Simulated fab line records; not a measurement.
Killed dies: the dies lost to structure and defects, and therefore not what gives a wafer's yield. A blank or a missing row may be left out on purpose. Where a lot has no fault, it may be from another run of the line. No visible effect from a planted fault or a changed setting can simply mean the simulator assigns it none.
The tool behind it: which one? / flow n5Finfet / 8 lots, 24 wafers sampled, at 7 steps of a route of 1938

## WHAT EACH GAUGE READ, for each wafer
N5_GATE_CUT_OVL_MEAS_14. Usual: GATE_CUT_OVL 0.2 nm, standard deviation 0.66.
lot=L802; measured=day 4 18:47; on=overlay-02; GATE_CUT_OVL (nm)=0.0 0.0 0.3; flag=
lot=L806; measured=day 5 16:29; on=overlay-01; GATE_CUT_OVL (nm)=0.2 -0.1 -1.1; flag=
lot=L808; measured=day 6 07:05; on=overlay-01; GATE_CUT_OVL (nm)=0.2 0.8 0.0; flag=
lot=L810; measured=day 6 17:17; on=overlay-02; GATE_CUT_OVL (nm)=0.8 0.7 1.5; flag=
lot=L817; measured=day 8 10:44; on=overlay-02; GATE_CUT_OVL (nm)=0.8 0.6 1.2; flag=
lot=L820; measured=day 9 05:09; on=overlay-02; GATE_CUT_OVL (nm)=0.6 0.7 1.4; flag=
lot=L823; measured=day 10 00:12; on=overlay-02; GATE_CUT_OVL (nm)=1.0 -0.1 0.5; flag=
lot=L824; measured=day 10 04:44; on=overlay-02; GATE_CUT_OVL (nm)=-0.2 0.4 -0.6; flag=

N5_GATE_CUT_THK_MEAS_24. Usual: GC_FILL_THK 219.3 nm, standard deviation 2.1.
lot=L802; measured=day 4 21:54; on=filmMetro-02; GC_FILL_THK (nm)=220.3 219.6 220.6; flag=
lot=L806; measured=day 5 19:13; on=filmMetro-02; GC_FILL_THK (nm)=220.9 221.1 223.2; flag=
lot=L808; measured=day 6 09:53; on=filmMetro-01; GC_FILL_THK (nm)=218.2 219.5 219.2; flag=
lot=L810; measured=day 6 19:59; on=filmMetro-01; GC_FILL_THK (nm)=221.9 221.1 222.7; flag=
lot=L817; measured=day 8 13:26; on=filmMetro-01; GC_FILL_THK (nm)=181.6 217.0 183.1; flag=OFF
lot=L820; measured=day 9 08:07; on=filmMetro-01; GC_FILL_THK (nm)=215.1 220.9 220.7; flag=
lot=L823; measured=day 10 02:55; on=filmMetro-01; GC_FILL_THK (nm)=218.2 219.4 218.7; flag=
lot=L824; measured=day 10 07:49; on=filmMetro-01; GC_FILL_THK (nm)=219.3 217.8 219.2; flag=

N5_BEOL_M4_RC_MEAS_101. Usual: DIBL_N 36.6 mV/V, standard deviation 1.9; DIBL_P 36.7 mV/V, standard deviation 2.2; IOFF_N 0.16 nA/um, standard deviation 0.035; IOFF_P 0.22 nA/um, standard deviation 0.038; ION_N 672 uA/um, standard deviation 14; ION_P 462 uA/um, standard deviation 8.3; SS_N 71.6 mV/dec, standard deviation 0.65; SS_P 73.5 mV/dec, standard deviation 0.72; VT_N 250 mV, standard deviation 3.5; VT_P -250 mV, standard deviation 3.1.
lot=L802; measured=day 9 10:38; on=prober-02; DIBL_N (mV/V)=37.8 42.0 34.8; DIBL_P (mV/V)=36.2 40.1 33.9; IOFF_N (nA/um)=0.15 0.27 0.13; IOFF_P (nA/um)=0.21 0.27 0.18; ION_N (uA/um)=666 682 680; ION_P (uA/um)=459 458 468; SS_N (mV/dec)=71.6 73.9 71.1; SS_P (mV/dec)=72.7 74.7 72.6; VT_N (mV)=250 245 252; VT_P (mV)=-249 -249 -251; flag=
lot=L806; measured=day 10 06:55; on=prober-02; DIBL_N (mV/V)=35.6 37.4 34.8; DIBL_P (mV/V)=35.6 37.6 36.4; IOFF_N (nA/um)=0.12 0.16 0.13; IOFF_P (nA/um)=0.20 0.22 0.21; ION_N (uA/um)=653 651 661; ION_P (uA/um)=462 448 462; SS_N (mV/dec)=71.6 72.3 70.8; SS_P (mV/dec)=72.9 73.5 73.2; VT_N (mV)=255 252 253; VT_P (mV)=-250 -251 -248; flag=
lot=L808; measured=day 10 21:10; on=prober-01; DIBL_N (mV/V)=35.9 37.0 38.1; DIBL_P (mV/V)=35.8 38.1 38.4; IOFF_N (nA/um)=0.14 0.17 0.18; IOFF_P (nA/um)=0.16 0.21 0.22; ION_N (uA/um)=675 661 685; ION_P (uA/um)=454 455 465; SS_N (mV/dec)=71.9 71.1 72.2; SS_P (mV/dec)=73.2 74.0 74.1; VT_N (mV)=254 250 250; VT_P (mV)=-256 -252 -254; flag=
lot=L810; measured=day 11 09:17; on=prober-02; DIBL_N (mV/V)=36.3 37.3 36.5; DIBL_P (mV/V)=36.6 38.0 37.6; IOFF_N (nA/um)=0.15 0.16 0.16; IOFF_P (nA/um)=0.21 0.23 0.22; ION_N (uA/um)=678 659 681; ION_P (uA/um)=468 459 463; SS_N (mV/dec)=71.1 71.4 71.4; SS_P (mV/dec)=73.3 74.0 73.7; VT_N (mV)=252 250 247; VT_P (mV)=-252 -248 -250; flag=
lot=L817; measured=day 13 03:19; on=prober-01; DIBL_N (mV/V)=38.8 35.6 38.5; DIBL_P (mV/V)=40.6 36.4 40.4; IOFF_N (nA/um)=0.21 0.15 0.21; IOFF_P (nA/um)=0.29 0.21 0.30; ION_N (uA/um)=670 656 670; ION_P (uA/um)=462 456 467; SS_N (mV/dec)=72.3 71.5 72.9; SS_P (mV/dec)=74.8 72.8 74.9; VT_N (mV)=247 253 245; VT_P (mV)=-244 -249 -247; flag=
lot=L820; measured=day 13 09:16; on=prober-02; DIBL_N (mV/V)=40.8 35.1 36.6; DIBL_P (mV/V)=42.0 35.6 36.8; IOFF_N (nA/um)=0.26 0.14 0.16; IOFF_P (nA/um)=0.32 0.21 0.21; ION_N (uA/um)=692 663 676; ION_P (uA/um)=467 457 462; SS_N (mV/dec)=72.9 71.1 71.7; SS_P (mV/dec)=74.4 73.1 73.4; VT_N (mV)=245 251 250; VT_P (mV)=-245 -249 -251; flag=
lot=L823; measured=day 14 07:49; on=prober-02; DIBL_N (mV/V)=38.0 39.0 37.8; DIBL_P (mV/V)=37.2 39.1 36.6; IOFF_N (nA/um)=0.19 0.23 0.18; IOFF_P (nA/um)=0.26 0.31 0.25; ION_N (uA/um)=699 682 674; ION_P (uA/um)=472 467 463; SS_N (mV/dec)=71.8 71.8 72.4; SS_P (mV/dec)=73.5 74.1 73.6; VT_N (mV)=249 245 248; VT_P (mV)=-244 -244 -245; flag=
lot=L824; measured=day 14 16:10; on=prober-01; DIBL_N (mV/V)=37.0 36.8 38.7; DIBL_P (mV/V)=38.4 38.0 39.6; IOFF_N (nA/um)=0.17 0.17 0.20; IOFF_P (nA/um)=0.22 0.24 0.26; ION_N (uA/um)=674 676 694; ION_P (uA/um)=467 459 470; SS_N (mV/dec)=71.4 72.2 72.2; SS_P (mV/dec)=73.3 74.1 73.6; VT_N (mV)=251 248 249; VT_P (mV)=-250 -248 -248; flag=

## EACH LOT AND THE TOOL THAT RAN IT (in order: tool; ch and the chambers of the sampled wafers; start)
lot=L802; N5_GATE_CUT_VAPOR_ETCH_60=rieMetal-03 ch 0,1, day 4 15:19; N5_GATE_CUT_HM_DEP_46=pecvd-03 ch 0,2, day 4 18:17; N5_GATE_CUT_HM_OPEN_40=rieDiel-06 ch 1,3, day 4 19:24; N5_GATE_CUT_CUT_ETCH_53=rieMetal-03 ch 0,1, day 4 19:38
lot=L806; N5_GATE_CUT_VAPOR_ETCH_60=rieMetal-02 ch 0,1, day 5 13:01; N5_GATE_CUT_HM_DEP_46=pecvd-03 ch 1,2, day 5 15:59; N5_GATE_CUT_HM_OPEN_40=rieDiel-03 ch 2,3, day 5 16:45; N5_GATE_CUT_CUT_ETCH_53=rieMetal-03 ch 0,1, day 5 16:59
lot=L808; N5_GATE_CUT_VAPOR_ETCH_60=rieMetal-01 ch 0,1, day 6 03:22; N5_GATE_CUT_HM_DEP_46=pecvd-03 ch 0,1,2, day 6 06:32; N5_GATE_CUT_HM_OPEN_40=rieDiel-06 ch 0,2, day 6 07:20; N5_GATE_CUT_CUT_ETCH_53=rieMetal-02 ch 0,1, day 6 07:35
lot=L810; N5_GATE_CUT_VAPOR_ETCH_60=rieMetal-01 ch 0,1, day 6 13:43; N5_GATE_CUT_HM_DEP_46=pecvd-02 ch 1,2, day 6 16:53; N5_GATE_CUT_HM_OPEN_40=rieDiel-01 ch 1,2,3, day 6 17:32; N5_GATE_CUT_CUT_ETCH_53=rieMetal-02 ch 0,1, day 6 17:46
lot=L817; N5_GATE_CUT_VAPOR_ETCH_60=rieMetal-02 ch 0,1, day 8 06:53; N5_GATE_CUT_HM_DEP_46=pecvd-03 ch 0,2, day 8 10:14; N5_GATE_CUT_HM_OPEN_40=rieDiel-01 ch 0,2,3, day 8 10:59; N5_GATE_CUT_CUT_ETCH_53=rieMetal-03 ch 0,1, day 8 11:14
lot=L820; N5_GATE_CUT_VAPOR_ETCH_60=rieMetal-03 ch 0,1, day 9 01:47; N5_GATE_CUT_HM_DEP_46=pecvd-02 ch 0,1,2, day 9 04:46; N5_GATE_CUT_HM_OPEN_40=rieDiel-01 ch 0,1,3, day 9 05:38; N5_GATE_CUT_CUT_ETCH_53=rieMetal-01 ch 0,1, day 9 05:53
lot=L823; N5_GATE_CUT_VAPOR_ETCH_60=rieMetal-03 ch 0,1, day 9 20:49; N5_GATE_CUT_HM_DEP_46=pecvd-02 ch 0,1,2, day 9 23:50; N5_GATE_CUT_HM_OPEN_40=rieDiel-01 ch 1,2,3, day 10 00:27; N5_GATE_CUT_CUT_ETCH_53=rieMetal-01 ch 0,1, day 10 00:41
lot=L824; N5_GATE_CUT_VAPOR_ETCH_60=rieMetal-03 ch 0,1, day 10 01:07; N5_GATE_CUT_HM_DEP_46=pecvd-04 ch 1, day 10 04:11; N5_GATE_CUT_HM_OPEN_40=rieDiel-06 ch 0,3, day 10 04:59; N5_GATE_CUT_CUT_ETCH_53=rieMetal-02 ch 0, day 10 05:16
- N5_GATE_CUT_VAPOR_ETCH_60: etches HfO2 in BCl3/Cl2.
- N5_GATE_CUT_HM_DEP_46: deposits SiO2 from TEOS/O2, target thk 130 nm, time 26.6 s.
- N5_GATE_CUT_HM_OPEN_40: chemistry C4F6/O2, target SiO2, target depth 139 nm, time 85.1 s.
- N5_GATE_CUT_CUT_ETCH_53: etches W in SF6/Cl2, target depth 79.2 nm.

## AS READ BY THE TOOLS THEMSELVES (means over the sampled wafers that have a number; for cases with no such wafer, the mark the record gives instead)
N5_GATE_CUT_VAPOR_ETCH_60. Usual: drypumpMotorCurrentA 5.4 A, standard deviation 0.41; oesProductAu 0.72 a.u., standard deviation 0.065.
lot=L802; tool=rieMetal-03; drypumpMotorCurrentA (A)=5.1; oesProductAu (a.u.)=0.71; flag=
lot=L806; tool=rieMetal-02; drypumpMotorCurrentA (A)=5.5; oesProductAu (a.u.)=0.74; flag=
lot=L808; tool=rieMetal-01; drypumpMotorCurrentA (A)=5.6; oesProductAu (a.u.)=0.77; flag=
lot=L810; tool=rieMetal-01; drypumpMotorCurrentA (A)=5.9; oesProductAu (a.u.)=0.72; flag=
lot=L817; tool=rieMetal-02; drypumpMotorCurrentA (A)=5.4; oesProductAu (a.u.)=0.72; flag=
lot=L820; tool=rieMetal-03; drypumpMotorCurrentA (A)=5.2; oesProductAu (a.u.)=0.69; flag=
lot=L823; tool=rieMetal-03; drypumpMotorCurrentA (A)=5.1; oesProductAu (a.u.)=0.69; flag=
lot=L824; tool=rieMetal-03; drypumpMotorCurrentA (A)=5.2; oesProductAu (a.u.)=0.68; flag=

N5_GATE_CUT_HM_DEP_46. Usual: heaterPowerW 509 W, standard deviation 54; showerheadPlenumPTorr 8.34 Torr, standard deviation 0.031; throttleValvePct 19.0 %, standard deviation 0.66.
lot=L802; tool=pecvd-03; heaterPowerW (W)=488; showerheadPlenumPTorr (Torr)=8.33; throttleValvePct (%)=19.1; flag=
lot=L806; tool=pecvd-03; heaterPowerW (W)=493; showerheadPlenumPTorr (Torr)=8.34; throttleValvePct (%)=19.0; flag=
lot=L808; tool=pecvd-03; heaterPowerW (W)=463; showerheadPlenumPTorr (Torr)=8.35; throttleValvePct (%)=19.1; flag=
lot=L810; tool=pecvd-02; heaterPowerW (W)=467; showerheadPlenumPTorr (Torr)=8.33; throttleValvePct (%)=19.3; flag=
lot=L817; tool=pecvd-03; heaterPowerW (W)=461; showerheadPlenumPTorr (Torr)=8.33; throttleValvePct (%)=18.9; flag=
lot=L820; tool=pecvd-02; heaterPowerW (W)=534; showerheadPlenumPTorr (Torr)=8.32; throttleValvePct (%)=19.2; flag=
lot=L823; tool=pecvd-02; heaterPowerW (W)=558; showerheadPlenumPTorr (Torr)=8.32; throttleValvePct (%)=19.2; flag=
lot=L824; tool=pecvd-04; heaterPowerW (W)=474; showerheadPlenumPTorr (Torr)=8.41; throttleValvePct (%)=19.0; flag=

N5_GATE_CUT_HM_OPEN_40. Usual: drypumpMotorCurrentA 5.7 A, standard deviation 0.54; etchRfOnTimeS 94.3 s, standard deviation 2.3; oesProductAu 0.72 a.u., standard deviation 0.071; rfVppV 670 V, standard deviation 8.3; showerheadPlenumPTorr 2.85 Torr, standard deviation 0.088; throttleValvePct 20.90 %, standard deviation 0.28.
lot=L802; tool=rieDiel-06; drypumpMotorCurrentA (A)=5.5; etchRfOnTimeS (s)=96.5; oesProductAu (a.u.)=0.64; rfVppV (V)=661; showerheadPlenumPTorr (Torr)=2.91; throttleValvePct (%)=21.26; flag=
lot=L806; tool=rieDiel-03; drypumpMotorCurrentA (A)=4.8; etchRfOnTimeS (s)=94.2; oesProductAu (a.u.)=0.73; rfVppV (V)=660; showerheadPlenumPTorr (Torr)=2.80; throttleValvePct (%)=20.92; flag=
lot=L808; tool=rieDiel-06; drypumpMotorCurrentA (A)=6.4; etchRfOnTimeS (s)=94.2; oesProductAu (a.u.)=0.80; rfVppV (V)=668; showerheadPlenumPTorr (Torr)=2.93; throttleValvePct (%)=20.52; flag=
lot=L810; tool=rieDiel-01; drypumpMotorCurrentA (A)=6.0; etchRfOnTimeS (s)=94.7; oesProductAu (a.u.)=0.73; rfVppV (V)=671; showerheadPlenumPTorr (Torr)=2.84; throttleValvePct (%)=20.86; flag=
lot=L817; tool=rieDiel-01; drypumpMotorCurrentA (A)=6.0; etchRfOnTimeS (s)=78.0; oesProductAu (a.u.)=0.71; rfVppV (V)=676; showerheadPlenumPTorr (Torr)=2.86; throttleValvePct (%)=20.84; flag=OFF
lot=L820; tool=rieDiel-01; drypumpMotorCurrentA (A)=6.0; etchRfOnTimeS (s)=94.3; oesProductAu (a.u.)=0.69; rfVppV (V)=673; showerheadPlenumPTorr (Torr)=2.77; throttleValvePct (%)=20.92; flag=
lot=L823; tool=rieDiel-01; drypumpMotorCurrentA (A)=5.9; etchRfOnTimeS (s)=94.9; oesProductAu (a.u.)=0.70; rfVppV (V)=670; showerheadPlenumPTorr (Torr)=2.83; throttleValvePct (%)=20.90; flag=
lot=L824; tool=rieDiel-06; drypumpMotorCurrentA (A)=6.4; etchRfOnTimeS (s)=95.8; oesProductAu (a.u.)=0.76; rfVppV (V)=666; showerheadPlenumPTorr (Torr)=2.87; throttleValvePct (%)=20.47; flag=

N5_GATE_CUT_CUT_ETCH_53. Usual: drypumpMotorCurrentA 5.4 A, standard deviation 0.41; etchRfOnTimeS 26.2 s, standard deviation 0.6; mfcCl2Sccm 59.97 sccm, standard deviation 0.18; oesProductAu 0.65 a.u., standard deviation 0.054; throttleValvePct 29.2 %, standard deviation 0.32.
lot=L802; tool=rieMetal-03; drypumpMotorCurrentA (A)=5.2; etchRfOnTimeS (s)=25.9; mfcCl2Sccm (sccm)=59.88; oesProductAu (a.u.)=0.65; throttleValvePct (%)=29.4; flag=
lot=L806; tool=rieMetal-03; drypumpMotorCurrentA (A)=5.2; etchRfOnTimeS (s)=25.8; mfcCl2Sccm (sccm)=59.84; oesProductAu (a.u.)=0.64; throttleValvePct (%)=29.4; flag=
lot=L808; tool=rieMetal-02; drypumpMotorCurrentA (A)=5.5; etchRfOnTimeS (s)=27.4; mfcCl2Sccm (sccm)=59.92; oesProductAu (a.u.)=0.64; throttleValvePct (%)=29.3; flag=
lot=L810; tool=rieMetal-02; drypumpMotorCurrentA (A)=5.8; etchRfOnTimeS (s)=27.1; mfcCl2Sccm (sccm)=59.85; oesProductAu (a.u.)=0.70; throttleValvePct (%)=29.2; flag=
lot=L817; tool=rieMetal-03; drypumpMotorCurrentA (A)=5.1; etchRfOnTimeS (s)=25.8; mfcCl2Sccm (sccm)=60.07; oesProductAu (a.u.)=0.63; throttleValvePct (%)=29.1; flag=
lot=L820; tool=rieMetal-01; drypumpMotorCurrentA (A)=5.6; etchRfOnTimeS (s)=26.9; mfcCl2Sccm (sccm)=60.00; oesProductAu (a.u.)=0.67; throttleValvePct (%)=29.0; flag=
lot=L823; tool=rieMetal-01; drypumpMotorCurrentA (A)=5.9; etchRfOnTimeS (s)=26.9; mfcCl2Sccm (sccm)=59.74; oesProductAu (a.u.)=0.63; throttleValvePct (%)=28.8; flag=
lot=L824; tool=rieMetal-02; drypumpMotorCurrentA (A)=5.1; etchRfOnTimeS (s)=26.7; mfcCl2Sccm (sccm)=59.90; oesProductAu (a.u.)=0.58; throttleValvePct (%)=29.3; flag=

## THE ANSWER, worked out from the rows above alone
Rule: take the mean of a lot's wafers that have a number; if it is more than 3 standard deviations from the usual mean, the lot is off. Also off: a lot with no number at a reading for which 4 or more lots have one. Where the step has rows for the other lots, those lots are counted as sound. Order of review: gauges by route order, followed by the tools' own readings, for which a lot's mean as printed above is used. At the first step where some lot is off, the reading lying furthest off is the one used; lots without a number count as furthest.
Off: at N5_GATE_CUT_THK_MEAS_24 (GC_FILL_THK), L817.
A tool fits if, at a process step before that reading, it ran every lot that is off, and no sound lot after the first of them. The gauges at N5_GATE_CUT_THK_MEAS_24 aren't tried: what is off there is off at N5_GATE_CUT_HM_OPEN_40 too, on other tools, and a gauge's error can't cause that. Can't be told from this: 3 tools fit, rieMetal-02 at N5_GATE_CUT_VAPOR_ETCH_60, pecvd-03 at N5_GATE_CUT_HM_DEP_46, rieMetal-03 at N5_GATE_CUT_CUT_ETCH_53.

## WHAT THE SIMULATOR PUT IN
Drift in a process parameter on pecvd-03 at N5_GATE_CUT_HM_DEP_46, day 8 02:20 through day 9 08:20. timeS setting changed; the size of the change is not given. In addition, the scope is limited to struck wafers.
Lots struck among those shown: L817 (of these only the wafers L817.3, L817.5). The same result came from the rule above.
